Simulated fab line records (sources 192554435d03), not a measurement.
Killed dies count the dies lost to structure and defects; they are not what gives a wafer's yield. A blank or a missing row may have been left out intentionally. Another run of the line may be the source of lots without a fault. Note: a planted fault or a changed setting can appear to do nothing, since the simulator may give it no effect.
fab line records + flow n5-finfet + part 2 of 2: steps 5 to 6 of 6
[record]
- lots = 21
- wafers = 63
- last-day = 18
route steps=1938 shown BEOL_M11@1571 BEOL_M12@1616
lots untouched by any fault: they come from a run of this same line in which no faults occurred
start-h: the number of hours between the record's first day and the start of the first shown wafer of the lot + wait-h: time in hours since the lot's previous step + " the same as in the row above + L1.1+2: a row that stands for several wafers + - value missing, or start not given + * or withheld: withheld + < > ~ a bound
route shown NAME@n: a module of which the file shows steps, and the number in the route of the first + usual: mean/standard deviation taken from wafers without a fault + same: alike in all rows + chamber/n: place in a boat + sites: readings site by site + _std_site: standard deviation across them + _edge_site: inner sites' mean taken away from outer sites' mean + radius-mm: for every site, how far away it sits from the centre of the wafer + mask NAME#n: copy n + behind: the tool/chamber that last shaped the wafer + hold: what put the lot on hold/how long, in hours/how the hold closed + device: the n, p or np transistor that did not switch + end of line: the same wafers' tests at the end of the route + a step with no rows: only its recipe + killed: dies that structure and defects cost at the first sort, which is not the same as the wafer's yield + map: per-die view of a wafer (x killed, . not killed, _ where there is no die)
set.NAME: the setting the step ran with; set.NAME@STEP: the setting that earlier step ran with + model.NAME: the simulator's own value behind a step, which no gauge read
steps of the route over a sample of lots; a table a step, a row a wafer
services: from which hour (start-h, from the record's first day; less than 0 if before it) a tool's chamber was out of use, for how many hours, and why
[[steps]]
[step N5_BEOL_M12_STRIP_37]
[recipe]
- chemistry = N2/H2
- power-w = 1000
- temp-c = 250
- h2-frac = 0.65
- overash-fraction = 0.3
- pressure-mtorr = withheld
- n2-flow-sccm = 1750
- h2-flow-sccm = 3250
[usual]
- drypump-motor-current-A = 5.6/0.49
- h2-flow-sccm = 3251/8.9
- heater-power-w = 350/36
- oes-product-au = 0.790/0.01
| lot.wafer | tool            | chamber | start-h | wait-h | drypump-motor-current-A | h2-flow-sccm | heater-power-w | oes-product-au | rf-hours-counter-h |
|-----------|-----------------|---------|---------|--------|-------------------------|--------------|----------------|----------------|--------------------|
| L075.2    | plasma-asher-01 | 0       | 248.19  | 0.0    | 6.0                     | 3251         | 322            | 0.798          | 70                 |
| L075.4    | "               | 0       | "       | "      | 6.1                     | 3248         | 334            | 0.785          | -                  |
| L075.6    | "               | 0       | "       | "      | 6.0                     | 3247         | 326            | 0.787          | -                  |
| L078.1    | plasma-asher-01 | 1       | 252.92  | 0.1    | 4.9                     | 3252         | 351            | 0.789          | 71                 |
| L078.2    | "               | 0       | "       | "      | 6.1                     | 3241         | 323            | 0.774          | 71                 |
| L078.5    | "               | 0       | "       | "      | 6.0                     | 3242         | 315            | 0.799          | -                  |
| L077.1    | plasma-asher-02 | 0       | 253.00  | 0.0    | 6.0                     | 3249         | 326            | 0.776          | 128                |
| L077.2    | "               | 1       | "       | "      | 5.4                     | 3257         | 420            | 0.770          | 128                |
| L077.3    | "               | 1       | "       | "      | 5.4                     | 3265         | 422            | 0.801          | -                  |
| L076.3    | plasma-asher-01 | 0       | 254.87  | 0.1    | 6.0                     | 3261         | 322            | 0.800          | -                  |
| L076.4    | "               | 1       | "       | "      | 4.9                     | 3259         | 358            | 0.796          | -                  |
| L076.6    | "               | 1       | "       | "      | 4.9                     | 3251         | 355            | 0.798          | -                  |
| L079.1    | plasma-asher-02 | 0       | 277.06  | 0.0    | 6.0                     | 3253         | 333            | 0.786          | 133                |
| L079.3    | "               | 1       | "       | "      | 5.4                     | 3245         | 420            | 0.791          | -                  |
| L079.5    | "               | 0       | "       | "      | 6.0                     | 3251         | 330            | 0.806          | -                  |
| L080.4    | plasma-asher-02 | 1       | 277.55  | 0.1    | 5.4                     | 3260         | 418            | 0.793          | -                  |
| L080.5    | "               | 1       | "       | "      | 5.4                     | 3253         | 417            | 0.795          | -                  |
| L080.6    | "               | 0       | "       | "      | 5.9                     | 3255         | 333            | 0.789          | -                  |
| L081.2    | plasma-asher-02 | 1       | 278.19  | 0.0    | 5.4                     | 3245         | 425            | 0.794          | 133                |
| L081.3    | "               | 0       | "       | "      | 6.0                     | 3244         | 326            | 0.790          | -                  |
| L081.4    | "               | 1       | "       | "      | 5.4                     | 3260         | 417            | 0.793          | -                  |
| L082.3    | plasma-asher-01 | 0       | 287.79  | 0.1    | 6.0                     | 3260         | 315            | 0.786          | -                  |
| L082.4    | "               | 1       | "       | "      | 4.9                     | 3247         | 350            | 0.788          | -                  |
| L082.6    | "               | 1       | "       | "      | 4.9                     | 3241         | 347            | 0.780          | -                  |
| L084.2    | plasma-asher-01 | 1       | 295.91  | 0.0    | 4.9                     | 3238         | 348            | 0.804          | 79                 |
| L084.3    | "               | 0       | "       | "      | 6.0                     | 3242         | 317            | 0.787          | -                  |
| L084.6    | "               | 1       | "       | "      | 4.9                     | 3250         | 354            | 0.778          | -                  |
| L083.1    | plasma-asher-01 | 1       | 303.92  | 0.0    | 4.9                     | 3246         | 348            | 0.785          | 81                 |
| L083.4    | "               | 0       | "       | "      | 6.0                     | 3251         | 324            | 0.770          | -                  |
| L083.5    | "               | 0       | "       | "      | 6.0                     | 3238         | 322            | 0.791          | -                  |
| L085.3    | plasma-asher-02 | 1       | 311.09  | 0.1    | 5.4                     | 3261         | 421            | 0.789          | -                  |
| L085.5    | "               | 0       | "       | "      | 5.9                     | 3251         | 321            | 0.775          | -                  |
| L085.6    | "               | 1       | "       | "      | 5.4                     | 3243         | 425            | 0.790          | -                  |
| L088.1    | plasma-asher-01 | 0       | 325.40  | 0.0    | 6.0                     | 3249         | 320            | 0.768          | 84                 |
| L088.5    | "               | 1       | "       | "      | 4.9                     | 3260         | 350            | 0.780          | -                  |
| L088.6    | "               | 0       | "       | "      | 6.0                     | 3253         | 321            | 0.785          | -                  |
| L086.2    | plasma-asher-02 | 0       | 327.88  | 0.0    | 6.0                     | 3261         | 332            | 0.795          | 143                |
| L086.3    | "               | 0       | "       | "      | 6.0                     | 3240         | 332            | 0.793          | -                  |
| L086.6    | "               | 1       | "       | "      | 5.4                     | 3259         | 418            | 0.786          | -                  |
| L089.1    | plasma-asher-01 | 0       | 330.27  | 0.0    | 6.1                     | 3264         | 319            | 0.788          | 85                 |
| L089.2    | "               | 1       | "       | "      | 4.9                     | 3260         | 347            | 0.771          | 85                 |
| L089.6    | "               | 0       | "       | "      | 6.0                     | 3257         | 322            | 0.777          | -                  |
| L087.1    | plasma-asher-01 | 1       | 330.79  | 0.0    | 4.9                     | 3251         | 348            | 0.782          | 85                 |
| L087.2    | "               | 0       | "       | "      | 6.1                     | 3241         | 331            | 0.786          | 85                 |
| L087.5    | "               | 0       | "       | "      | 6.1                     | 3254         | 313            | 0.787          | -                  |
| L090.1    | plasma-asher-01 | 1       | 332.99  | 0.0    | 4.9                     | 3257         | 339            | 0.806          | 86                 |
| L090.4    | "               | 1       | "       | "      | 4.9                     | 3262         | 357            | 0.779          | -                  |
| L090.5    | "               | 1       | "       | "      | 4.9                     | 3249         | 347            | 0.795          | -                  |
| L092.2    | plasma-asher-01 | 0       | 333.63  | 0.0    | 6.0                     | 3229         | 316            | 0.789          | 86                 |
| L092.3    | "               | 1       | "       | "      | 4.9                     | 3270         | 343            | 0.799          | -                  |
| L092.6    | "               | 1       | "       | "      | 4.9                     | 3250         | 344            | 0.782          | -                  |
| L093.2    | plasma-asher-02 | 1       | 351.92  | 0.0    | 5.4                     | 3233         | 419            | 0.788          | 149                |
| L093.5    | "               | 0       | "       | "      | 6.0                     | 3243         | 339            | 0.788          | -                  |
| L093.6    | "               | 1       | "       | "      | 5.4                     | 3241         | 427            | 0.787          | -                  |
| L094.2    | plasma-asher-01 | 1       | 367.94  | 0.0    | 4.9                     | 3244         | 347            | 0.817          | 94                 |
| L094.3    | "               | 1       | "       | "      | 4.9                     | 3251         | 350            | 0.771          | -                  |
| L094.4    | "               | 0       | "       | "      | 6.0                     | 3240         | 320            | 0.785          | -                  |
| L095.3    | plasma-asher-01 | 1       | 368.90  | 0.3    | 4.9                     | 3256         | 347            | 0.798          | -                  |
| L095.5    | "               | 0       | "       | "      | 6.1                     | 3239         | 328            | 0.789          | -                  |
| L095.6    | "               | 1       | "       | "      | 4.9                     | 3259         | 344            | 0.781          | -                  |
| L096.3    | plasma-asher-01 | 0       | 378.79  | 0.1    | 6.0                     | 3239         | 329            | 0.799          | -                  |
| L096.4    | "               | 1       | "       | "      | 4.9                     | 3262         | 349            | 0.793          | -                  |
| L096.5    | "               | 0       | "       | "      | 6.0                     | 3233         | 320            | 0.808          | -                  |
[step N5_BEOL_M12_SPUTTER_45]
[recipe]
- material = Cu
- target-thk-a = 800
- temp-c = -20
- bias-v = 60
- power-w = 26000
- chamber-pressure-pa = 0.13
- time-s = 13.33
[usual]
- chuck-sensor-temp-C = -15.9/0.61
- substrate-temp-c = -20.01/0.12
- throttle-valve-pct = 30.1/1.2
| lot.wafer | tool           | chamber | start-h | wait-h | chuck-sensor-temp-C | substrate-temp-c | throttle-valve-pct |
|-----------|----------------|---------|---------|--------|---------------------|------------------|--------------------|
| L075.2    | pvd-sputter-01 | -       | 248.93  | 0.0    | -16.6               | -19.78           | 31.3               |
| L075.4    | "              | -       | "       | "      | -15.9               | -19.90           | 29.3               |
| L075.6    | "              | -       | "       | "      | -16.5               | -19.86           | 31.1               |
| L078.1    | pvd-sputter-01 | -       | 255.97  | 0.0    | -16.1               | -20.04           | 29.0               |
| L078.2    | "              | -       | "       | "      | -14.7               | -20.17           | 32.2               |
| L078.5    | "              | -       | "       | "      | -14.8               | -20.20           | 32.5               |
| L077.1    | pvd-sputter-03 | -       | 257.79  | 0.0    | -16.1               | -20.27           | 30.4               |
| L077.2    | "              | -       | "       | "      | -16.1               | -19.95           | 29.0               |
| L077.3    | "              | -       | "       | "      | -15.6               | -20.04           | 29.1               |
| L076.3    | pvd-sputter-01 | -       | 258.51  | 0.0    | -14.7               | -19.94           | 32.1               |
| L076.4    | "              | -       | "       | "      | -16.0               | -20.00           | 28.9               |
| L076.6    | "              | -       | "       | "      | -14.8               | -19.96           | 32.2               |
| L080.4    | pvd-sputter-01 | -       | 283.18  | 0.0    | -16.7               | -20.04           | 30.9               |
| L080.5    | "              | -       | "       | "      | -14.8               | -20.14           | 32.8               |
| L080.6    | "              | -       | "       | "      | -16.0               | -19.87           | 30.3               |
| L079.1    | pvd-sputter-03 | -       | 284.17  | 0.0    | -16.2               | -19.96           | 29.0               |
| L079.3    | "              | -       | "       | "      | -16.5               | -19.98           | 30.4               |
| L079.5    | "              | -       | "       | "      | -15.5               | -20.11           | 29.3               |
| L081.2    | pvd-sputter-01 | -       | 284.24  | 0.0    | -15.9               | -20.02           | 29.3               |
| L081.3    | "              | -       | "       | "      | -16.0               | -19.96           | 30.1               |
| L081.4    | "              | -       | "       | "      | -16.7               | -19.95           | 30.8               |
| L082.3    | pvd-sputter-02 | -       | 289.20  | 0.0    | -15.2               | -20.04           | 29.4               |
| L082.4    | "              | -       | "       | "      | -15.3               | -20.00           | 29.1               |
| L082.6    | "              | -       | "       | "      | -15.4               | -20.07           | 29.1               |
| L084.2    | pvd-sputter-01 | -       | 301.25  | 0.0    | -14.7               | -20.00           | 32.0               |
| L084.3    | "              | -       | "       | "      | -16.8               | -19.79           | 30.7               |
| L084.6    | "              | -       | "       | "      | -16.1               | -20.11           | 28.9               |
| L083.1    | pvd-sputter-01 | -       | 304.59  | 0.0    | -16.8               | -20.01           | 30.6               |
| L083.4    | "              | -       | "       | "      | -16.0               | -20.00           | 29.0               |
| L083.5    | "              | -       | "       | "      | -16.7               | -19.87           | 30.8               |
| L085.3    | pvd-sputter-01 | -       | 314.59  | 0.0    | -14.7               | -20.05           | 32.2               |
| L085.5    | "              | -       | "       | "      | -16.6               | -19.85           | 31.0               |
| L085.6    | "              | -       | "       | "      | -16.0               | -20.14           | 29.0               |
| L088.1    | pvd-sputter-02 | -       | 326.36  | 0.0    | -16.0               | -19.98           | 28.2               |
| L088.5    | "              | -       | "       | "      | -15.2               | -20.18           | 29.4               |
| L088.6    | "              | -       | "       | "      | -15.9               | -20.13           | 29.5               |
| L086.2    | pvd-sputter-01 | -       | 330.21  | 0.0    | -16.9               | -20.03           | 30.7               |
| L086.3    | "              | -       | "       | "      | -16.0               | -20.05           | 29.0               |
| L086.6    | "              | -       | "       | "      | -14.7               | -20.08           | 32.4               |
| L089.1    | pvd-sputter-03 | -       | 333.30  | 0.0    | -15.5               | -20.07           | 29.2               |
| L089.2    | "              | -       | "       | "      | -16.1               | -20.07           | 29.3               |
| L089.6    | "              | -       | "       | "      | -16.6               | -19.96           | 30.6               |
| L087.1    | pvd-sputter-03 | -       | 333.78  | 0.0    | -16.7               | -19.85           | 30.5               |
| L087.2    | "              | -       | "       | "      | -16.1               | -19.96           | 29.0               |
| L087.5    | "              | -       | "       | "      | -16.5               | -19.79           | 30.6               |
| L090.1    | pvd-sputter-02 | -       | 336.21  | 0.0    | -15.9               | -19.89           | 29.3               |
| L090.4    | "              | -       | "       | "      | -15.1               | -20.18           | 29.4               |
| L090.5    | "              | -       | "       | "      | -16.0               | -20.07           | 28.2               |
| L092.2    | pvd-sputter-02 | -       | 337.19  | 0.0    | -15.6               | -19.95           | 29.0               |
| L092.3    | "              | -       | "       | "      | -15.9               | -20.03           | 29.2               |
| L092.6    | "              | -       | "       | "      | -15.2               | -20.03           | 29.4               |
| L093.2    | pvd-sputter-01 | -       | 354.56  | 0.0    | -16.1               | -20.01           | 30.1               |
| L093.5    | "              | -       | "       | "      | -15.9               | -19.98           | 30.0               |
| L093.6    | "              | -       | "       | "      | -14.7               | -19.79           | 32.3               |
| L095.3    | pvd-sputter-01 | -       | 371.27  | 0.0    | -16.7               | -19.88           | 30.7               |
| L095.5    | "              | -       | "       | "      | -15.9               | -19.91           | 29.1               |
| L095.6    | "              | -       | "       | "      | -15.9               | -19.99           | 30.1               |
| L094.2    | pvd-sputter-03 | -       | 371.27  | 0.0    | -15.9               | -20.14           | 29.3               |
| L094.3    | "              | -       | "       | "      | -16.6               | -20.06           | 30.5               |
| L094.4    | "              | -       | "       | "      | -15.6               | -20.25           | 29.2               |
| L096.3    | pvd-sputter-03 | -       | 380.91  | 0.0    | -16.1               | -20.28           | 30.5               |
| L096.4    | "              | -       | "       | "      | -16.0               | -19.94           | 28.9               |
| L096.5    | "              | -       | "       | "      | -16.0               | -20.05           | 30.2               |
[[services]]
| tool            | chamber | start-h | hours | kind   |
|-----------------|---------|---------|-------|--------|
| rie-diel-01     | 2       | 218.92  | 9.9   | repair |
| rie-diel-02     | 0       | 219.88  | 3.8   | repair |
| uv-cure-02      | -       | 240.45  | 0.3   | repair |
| rie-diel-05     | -       | 243.98  | 0.4   | repair |
| rie-diel-05     | 1       | 248.26  | 8.4   | repair |
| rie-diel-01     | 2       | 254.45  | 7.3   | repair |
| uv-cure-02      | -       | 262.56  | 5.0   | pm     |
| rie-diel-05     | -       | 265.91  | 4.3   | pm     |
| rie-diel-05     | -       | 283.06  | 1.3   | repair |
| uv-cure-03      | -       | 289.73  | 2.1   | pm     |
| rie-diel-06     | 3       | 303.32  | -     | clean  |
| uv-cure-01      | -       | 304.10  | 7.5   | pm     |
| rie-diel-04     | 2       | 310.40  | 11.5  | repair |
| rie-diel-01     | 2       | 315.73  | 7.1   | repair |
| uv-cure-02      | -       | 322.80  | 7.5   | pm     |
| uv-cure-02      | -       | 333.77  | 3.1   | repair |
| uv-cure-03      | -       | 349.66  | 7.5   | pm     |
| rie-diel-02     | 3       | 350.59  | 13.3  | repair |
| rie-diel-05     | 0       | 359.28  | 1.5   | repair |
| plasma-asher-02 | -       | 363.95  | 6.6   | repair |
| pvd-sputter-02  | -       | 366.38  | 0.7   | repair |
| rie-diel-02     | 1       | 372.17  | 3.1   | repair |
| rie-diel-05     | 3       | 373.86  | 6.3   | repair |
| rie-diel-04     | 2       | 377.70  | 15.9  | repair |
